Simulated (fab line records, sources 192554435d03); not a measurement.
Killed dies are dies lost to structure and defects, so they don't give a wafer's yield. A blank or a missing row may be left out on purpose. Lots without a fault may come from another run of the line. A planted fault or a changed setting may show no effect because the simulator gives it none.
Chamber matching | flow n5_finfet | N5_HKMG_FIN_ALD_91 on ald_metal-03: 4 sister chambers
The step deposits TiN, target thk 1 nm, pulse time 1 s, purge time 3 s. 20 wafers are shown with their chamber, then 10 later ones without.

WAFERS WITH THEIR CHAMBER
wafer  | chamber | heater_power_w (W) | precursor_pulse_height_rel
L075.1 | 3       | 950                | 0.992
L075.4 | 0       | 965                | 0.953
L075.5 | 2       | 805                | 0.992
L076.2 | 1       | 781                | 1.013
L076.5 | 0       | 941                | 1.000
L076.6 | 3       | 984                | 1.004
L080.2 | 0       | 967                | 1.005
L080.4 | 2       | 821                | 1.014
L080.5 | 3       | 972                | 0.987
L081.1 | 2       | 798                | 1.050
L081.2 | 1       | 784                | 0.989
L081.6 | 2       | 796                | 0.997
L084.1 | 0       | 953                | 0.995
L084.3 | 3       | 942                | 0.998
L084.5 | 3       | 954                | 0.991
L086.3 | 2       | 818                | 0.996
L086.5 | 1       | 785                | 1.013
L086.6 | 2       | 831                | 1.019
L089.1 | 2       | 800                | 1.001
L089.2 | 0       | 948                | 0.954

SIGNATURES (means of the wafers above)
reading                    | chamber 0 | chamber 1 | chamber 2 | chamber 3 | scatter within a chamber
heater_power_w             | 954.80    | 783.33    | 809.86    | 960.40    | 13.2
precursor_pulse_height_rel | 0.98140   | 1.00500   | 1.00986   | 0.99440   | 0.0188
Rule: a wafer's distance from a chamber is the root of the sum, over the readings, of the square of ((its reading less the chamber's mean) divided by the reading's scatter). The wafer belongs to the nearest chamber; if the next one is less than 2 further off, it can't be placed. The scatter: the root of (the sum of the squares of (reading less its chamber's mean) over the shown wafers, divided by (wafers less chambers)).

WAFERS WITHOUT THEIR CHAMBER
wafer  | heater_power_w (W) | precursor_pulse_height_rel
L089.5 | 964                | 1.014
L091.3 | 831                | 1.005
L091.4 | 831                | 0.968
L091.6 | 789                | 1.032
L092.3 | 786                | 1.006
L092.5 | 967                | 1.032
L092.6 | 814                | 0.964
L093.1 | 959                | 0.990
L093.3 | 812                | 1.013
L093.6 | 824                | 1.021

WHICH CHAMBER EACH WENT THROUGH
wafer  | from the rows above     | in truth
L089.5 | can't be placed: 3 or 0 | 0
L091.3 | can't be placed: 2 or 1 | 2
L091.4 | can't be placed: 2 or 1 | 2
L091.6 | can't be placed: 1 or 2 | 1
L092.3 | can't be placed: 1 or 2 | 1
L092.5 | can't be placed: 3 or 0 | 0
L092.6 | can't be placed: 2 or 1 | 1
L093.1 | can't be placed: 3 or 0 | 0
L093.3 | can't be placed: 2 or 1 | 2
L093.6 | can't be placed: 2 or 1 | 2
Placed correctly: 0 of 10. Can't be placed from these rows: 10 (the true chamber is among the candidates in 10). Placed wrongly: 0.
